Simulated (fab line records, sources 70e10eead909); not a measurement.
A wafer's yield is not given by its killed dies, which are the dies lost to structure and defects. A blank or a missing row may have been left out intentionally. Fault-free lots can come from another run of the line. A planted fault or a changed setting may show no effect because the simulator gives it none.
One fault through the eyes of 2 desks ; flow nand_harc ; only its own numbers are on each desk; what lay behind them is given at the end

== THE TOOL OWNER'S DESK: rie_diel-12 ==
The tool's own readings at NHARC_A_SGD_CUT_ETCH_58 (etches the open film in CF4, target depth 39 nm, time 65 s): means of the sampled wafers that have a number, for each lot that ran on this tool. If a lot's mean is further than 4 standard deviations from the usual mean, the lot is out of limits and carries the mark OUT (the distance appears in the brackets). It has 8 readings, of which 7 appear: the earliest out of limits, and the ones furthest out on some lot.
Columns: A = bias_w at NHARC_A_SGD_CUT_ETCH_58, usual 99.9 W; B = drypump_motor_current_A at NHARC_A_SGD_CUT_ETCH_58, usual 5.8 A; C = mfc_ar_sccm at NHARC_A_SGD_CUT_ETCH_58, usual 0.007 sccm; D = oes_product_au at NHARC_A_SGD_CUT_ETCH_58, usual 0.995 a.u.; E = rf_vpp_V at NHARC_A_SGD_CUT_ETCH_58, usual 151.0 V; F = run_length_s at NHARC_A_SGD_CUT_ETCH_58, usual 86.3 s; G = throttle_valve_pct at NHARC_A_SGD_CUT_ETCH_58, usual 13.283 %
lot;first seen here;A;B;C;D;E;F;G
L885;day 20 05:29;99.9;4.9;0.002;0.991;151.6;86.2;13.278
L886;day 20 17:25;99.9;5.6;0.002;0.991;151.8;86.3;13.296
L900;day 25 23:04;99.6;5.2;0.002;0.986;150.5;87.1;13.285
L899;day 26 03:26;99.8;5.3;0.000;0.993;150.9;89.0 (+5.8) OUT;13.277
This desk's verdict: out of limits on L899, starting with L899 at day 26 03:26 (run_length_s at NHARC_A_SGD_CUT_ETCH_58). L885, L886, L900: within limits.

== THE DEFECT DESK ==
Inspection counts along the route, by lot: the mean over sampled wafers that carry a number. If a lot's mean is further than 4 standard deviations from the usual mean, the lot is out of limits and carries the mark OUT (the distance appears in the brackets).
Columns: A = raw_defect_count at NHARC_A_SGD_CUT_INSPECT_11, usual 51
lot;first seen here;A
L884;day 19 21:44;55
L885;day 20 05:20;62
L886;day 20 17:16;108
L887;day 20 17:26;23
L889;day 21 18:20;57
L891;day 22 17:52;28
L892;day 22 18:01;73
L893;day 23 10:50;10
L900;day 25 22:56;80
L899;day 26 03:17;61
L904;day 27 22:35;9
L906;day 28 08:10;33
This desk's finding: nothing out of limits on any of the 12 lots.

== BROUGHT TOGETHER ==
An alarm could have come from the tool owner's desk at day 26 03:26, on L899.
The defect desk saw nothing out of limits.
The defect desk has L899 on record, within its limits.
On rie_diel-12, each named lot ran NHARC_A_SGD_CUT_ETCH_58.

== WHAT THE SIMULATOR PUT IN ==
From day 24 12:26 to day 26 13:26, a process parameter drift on rie_diel-12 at NHARC_A_SGD_CUT_ETCH_58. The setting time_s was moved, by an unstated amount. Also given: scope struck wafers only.
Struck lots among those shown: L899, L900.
Hours from the fault's start to each desk's first reading out of limits: the tool owner's desk, 39.
